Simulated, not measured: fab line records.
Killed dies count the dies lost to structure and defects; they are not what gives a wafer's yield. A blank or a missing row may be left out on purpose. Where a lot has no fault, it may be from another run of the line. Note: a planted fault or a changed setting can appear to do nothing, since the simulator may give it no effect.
Matching of chambers | flow n5_finfet | ald_metal-01 running N5_BEOL_M1_ALD_84: 4 sister chambers
The step deposits TaN, pulse time 2 s, purge time 3 s, co reactant purge time 2 s. 8 wafers are shown with their chamber, then 9 later ones without.

## WAFERS, EACH WITH ITS CHAMBER
wafer  | chamber | heater_power_w (W) | mfc_carrier_sccm (sccm)
L076.4 | 1       | 410                | 1501
L078.5 | 1       | 420                | 1496
L081.1 | 2       | 518                | 1499
L081.2 | 3       | 428                | 1500
L081.5 | 0       | 406                | 1504
L082.3 | 0       | 402                | 1505
L082.4 | 3       | 421                | 1497
L082.6 | 2       | 523                | 1508

## WAFERS WITHOUT THEIR CHAMBER
wafer  | heater_power_w (W) | mfc_carrier_sccm (sccm)
L088.2 | 406                | 1499
L088.4 | 526                | 1506
L088.5 | 411                | 1504
L093.1 | 511                | 1500
L093.4 | 414                | 1501
L093.6 | 421                | 1509
L096.1 | 513                | 1498
L096.4 | 424                | 1497
L096.5 | 416                | 1504

## WHICH CHAMBER EACH ONE RAN IN
wafer  | from the rows above          | in truth
L088.2 | can't be placed: 0 or 1      | 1
L088.4 | 2                            | 2
L088.5 | can't be placed: 0 or 1 or 3 | 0
L093.1 | 2                            | 2
L093.4 | can't be placed: 1 or 0 or 3 | 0
L093.6 | can't be placed: 3 or 1 or 0 | 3
L096.1 | 2                            | 2
L096.4 | can't be placed: 3 or 1      | 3
L096.5 | can't be placed: 1 or 3 or 0 | 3
Correctly placed: 3 of 9. From these rows, 6 cannot be placed; in 6 the true chamber is one of the candidates. Number placed wrongly: 0.
How it was worked out, from the rows above alone: a wafer's distance from a chamber is the root of the sum, over the readings, of the square of ((its reading less the chamber's mean) divided by the reading's scatter). If the next closest chamber is less than 2 further off than the closest, the wafer can't be placed; otherwise it belongs to the closest. A chamber's mean is the mean of its shown wafers. The scatter: the root of (the sum of the squares of (reading less its chamber's mean) over the shown wafers, divided by (wafers less chambers)).
